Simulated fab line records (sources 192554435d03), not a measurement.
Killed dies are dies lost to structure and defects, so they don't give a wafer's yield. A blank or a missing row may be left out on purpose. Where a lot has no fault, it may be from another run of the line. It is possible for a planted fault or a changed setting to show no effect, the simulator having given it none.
A struck lot beside a sound one || flow n5-finfet || 13 out of 1938 route steps
Sound: wafers L208.1, L208.2, L208.4. Struck: wafers L203.1, L203.2, L203.5. The cause comes at the end.
Each step with rows lists, per side, the tool, then ch with its chambers, then its first start. Under that, the readings that differ: sound wafers || struck wafers || difference of the means || sigmas: that difference in standard deviations of wafers without a fault.
alike: a reading whose means differ by less than 2 such deviations, as well as words and numbers matching on both sides. not compared: withheld readings; readings where some wafer has no value; bounds like >300 that might hide an equal value; numbers whose values overlap and for which the record gives no deviation.
Wherever a step has rows on one side only, a row that says differs or no value, or a row with sigmas, the two part there. Numbers that don't overlap but have no deviation are shown without sigmas and don't part them. A reading that every wafer of one side lacks parts them only if that side has two wafers or more.

first, 10 steps without rows for these wafers: N5_MOL_CONTACT_COAG_DESCUM_13 (chemistry O2, time 7 s); N5_MOL_CONTACT_COAG_ETCH_59 (etches underlayer in N2/H2, target depth 13 nm, time 10.4 s); N5_MOL_CONTACT_COAG_ETCH_105 (etches SiARC in CF4, target depth 15.6 nm, time 26 s); N5_MOL_CONTACT_COAG_ETCH_106 (etches SOC in N2/H2, target depth 80 nm, overetch 16 nm, time 120 s); N5_MOL_CONTACT_COAG_STRIP_107 (strips in N2/H2); N5_MOL_CONTACT_COAG_STRIP_108 (strips in N2/H2); N5_MOL_CONTACT_COAG_CONTACT_ETCH_14 (etches SiO2 in C4F6/O2, target depth 27.5 nm, overetch 8.5 nm, time 20 s); N5_MOL_CONTACT_COAG_STRIP_109 (strips in C4F6/O2); N5_MOL_CONTACT_COAG_ETCH_15 (etches SiNx in CH3F/O2, stops on Si:P, target depth 7 nm); N5_MOL_CONTACT_COAG_ETCH_110 (etches Si in CF4/O2, target depth 2.5 nm, time 8 s).
N5_MOL_CONTACT_COAG_STRIP_98: strips in N2/H2.
  sound on rie-diel-06 ch 0,1,3, day 10 05:32; struck on rie-diel-01 ch 0,2,3, day 8 21:55
  no value came back on the struck wafers for any of 8 readings (bias-power-w (W), chamber-pressure-mTorr (mTorr) and others); on the sound wafers bias-power-w (W) reads 7.972 8.014 7.981
{"reading": "model.SOC_of_MOL_CONTACT_COAG_COAT_103.thk-nm (nm)", "sound": "0 0 0", "struck": "73.6 74 73.6", "difference": "+73.7", "sigmas": ""}
N5_BEOL_M4_RC_MEAS_101:
  the record has rows for the sound wafers here (prober-02 ch 0, day 14 07:03) and none for the struck ones
-- record jumps: 8 days separate the struck wafers' starts on either side; left off in module BEOL_M4, taken up again in module PASSIVATION, whose first shown step is the route's number 1936 --
N5_PASSIVATION_PROBE_49:
  record: rows for the struck wafers here (prober-01, day 17 02:52), none for the sound ones

## WHERE THEY PART
Earliest at N5_MOL_CONTACT_COAG_STRIP_98; latest, in this record, at N5_PASSIVATION_PROBE_49.

WHY: whatever the simulator had introduced
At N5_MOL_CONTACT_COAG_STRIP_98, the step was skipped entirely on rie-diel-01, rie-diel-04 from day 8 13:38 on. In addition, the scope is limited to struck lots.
